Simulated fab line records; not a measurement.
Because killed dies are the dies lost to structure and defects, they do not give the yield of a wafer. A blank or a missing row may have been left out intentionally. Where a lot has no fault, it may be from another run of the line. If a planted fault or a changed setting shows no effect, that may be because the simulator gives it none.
3 desks, one fault | flow n5_finfet | numbers are kept per desk, each desk with only its own; the story behind them comes last

== FROM THE METROLOGY DESK ==
What the gauges read for every lot (on any tool): the sampled wafers with a number, averaged. Marked OUT: a lot whose mean sits more than 4 standard deviations from the usual mean, which makes it out of limits; the brackets give that distance.
Columns: A = cd_nm at N5_BEOL_M5_CD_MEAS_28, usual 30.55 nm
lot  | first seen here | A
L380 | day 8 23:48     | 30.74
L381 | day 9 03:41     | 30.79
L379 | day 9 06:19     | 30.52
L382 | day 9 14:22     | 33.34 (+11) OUT
L378 | day 10 02:25    | 30.72
L385 | day 10 06:15    | 33.20 (+10) OUT
L393 | day 13 00:26    | 30.67
L395 | day 13 06:34    | 30.25
L399 | day 14 12:07    | 30.51
L401 | day 14 17:46    | 30.56
This desk's verdict: out of limits on L382, L385, starting with L382 at day 9 14:22 (cd_nm at N5_BEOL_M5_CD_MEAS_28). In limits: L380, L381, L379, L378, L393, L395, L399, L401.

== THE DEFECT DESK ==
What the inspections along the route counted, lot by lot: means of the sampled wafers that have a number. Marked OUT: a lot whose mean sits more than 4 standard deviations from the usual mean, which makes it out of limits; the brackets give that distance.
Columns: A = raw_defect_count at N5_BEOL_M5_INSPECT_13, usual 413
lot  | first seen here | A
L380 | day 8 22:45     | 334
L381 | day 9 01:40     | 301
L379 | day 9 05:10     | 354
L382 | day 9 12:13     | 448
L378 | day 10 00:04    | 367
L385 | day 10 03:32    | 570
L393 | day 12 22:00    | 390
L395 | day 13 01:30    | 409
L399 | day 14 09:49    | 440
L401 | day 14 15:56    | 415
Finding of this desk: none of the 10 lots has anything out of limits.

== TOOL OWNER'S DESK, euv_scanner-02 ==
The tool's own readings at N5_BEOL_M5_EXPOSE_25 (exposes mask V4, defocus 10 nm): means of the sampled wafers that have a number, for each lot that ran on this tool. Marked OUT: a lot whose mean sits more than 4 standard deviations from the usual mean, which makes it out of limits; the brackets give that distance.
Columns: A = exposure_dose_mJ_cm2 at N5_BEOL_M5_EXPOSE_25, usual 53.0
lot  | first seen here | A
L380 | day 8 23:40     | 53.6
L379 | day 9 06:11     | 53.5
L382 | day 9 14:14     | 61.2 (+21) OUT
L385 | day 10 06:07    | 59.5 (+17) OUT
This desk's verdict: out of limits on L382, L385, starting with L382 at day 9 14:14 (exposure_dose_mJ_cm2 at N5_BEOL_M5_EXPOSE_25). In limits: L380, L379.

== BROUGHT TOGETHER ==
At day 9 14:14, on L382, L385, the tool owner's desk was in a position to raise an alarm.
At day 9 14:22 the metrology desk could have sounded an alarm, on L382, L385.
Nothing the defect desk looked at was out of limits.
The defect desk has L382, L385 on record, within its limits.
All the named lots went through N5_BEOL_M5_EXPOSE_25 on euv_scanner-02.

== WHAT THE SIMULATOR PUT IN ==
Drift in process parameters on euv_scanner-02 at N5_BEOL_M5_EXPOSE_25, starting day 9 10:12. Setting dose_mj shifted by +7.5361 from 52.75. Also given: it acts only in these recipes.
Lots struck among those shown: L382, L385.
Delay (hours) between the fault's onset and each desk's first out-of-limits reading: 4 at the tool owner's desk, 4 at the metrology desk.
